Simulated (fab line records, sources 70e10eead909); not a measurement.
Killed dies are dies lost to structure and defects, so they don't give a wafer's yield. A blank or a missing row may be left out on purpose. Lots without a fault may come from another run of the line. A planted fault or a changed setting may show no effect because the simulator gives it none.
Chamber matching | flow nand_harc | NHARC_A_STAIRCASE_ETCH_253 on rie_diel-04: 4 sister chambers
The step etches the open film in C4F8/O2, target depth 50 nm, time 20.2 s. 8 wafers are shown with their chamber, then 12 later ones without.

WAFERS WITH THEIR CHAMBER
wafer  | chamber | rf_vpp_V (V) | oes_product_au (a.u.)
L080.2 | 3       | 897          | 0.962
L083.3 | 3       | 898          | 0.967
L084.5 | 1       | 889          | 0.966
L086.2 | 1       | 889          | 0.953
L086.4 | 2       | 895          | 0.959
L087.1 | 2       | 896          | 0.935
L087.4 | 0       | 900          | 0.934
L087.5 | 0       | 900          | 0.942

WAFERS WITHOUT THEIR CHAMBER
wafer  | rf_vpp_V (V) | oes_product_au (a.u.)
L089.3 | 901          | 0.946
L089.4 | 896          | 0.958
L089.5 | 899          | 0.948
L088.2 | 894          | 0.953
L088.3 | 888          | 0.963
L088.4 | 899          | 0.973
L091.1 | 887          | 0.938
L091.3 | 901          | 0.935
L091.4 | 897          | 0.933
L093.1 | 900          | 0.949
L093.4 | 894          | 0.935
L093.6 | 897          | 0.946

WHICH CHAMBER EACH WENT THROUGH
wafer  | from the rows above     | in truth
L089.3 | 0                       | 0
L089.4 | can't be placed: 2 or 3 | 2
L089.5 | can't be placed: 0 or 3 | 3
L088.2 | 2                       | 2
L088.3 | 1                       | 1
L088.4 | can't be placed: 3 or 0 | 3
L091.1 | 1                       | 1
L091.3 | 0                       | 0
L091.4 | can't be placed: 3 or 2 | 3
L093.1 | 0                       | 0
L093.4 | 2                       | 2
L093.6 | can't be placed: 3 or 2 | 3
Placed correctly: 7 of 12. Can't be placed from these rows: 5 (the true chamber is among the candidates in 5). Placed wrongly: 0.
How it was worked out, from the rows above alone: a wafer's distance from a chamber is the root of the sum, over the readings, of the square of ((its reading less the chamber's mean) divided by the reading's scatter). The wafer belongs to the nearest chamber; if the next one is less than 2 further off, it can't be placed. A chamber's mean is the mean of its shown wafers. The scatter: the root of (the sum of the squares of (reading less its chamber's mean) over the shown wafers, divided by (wafers less chambers)).
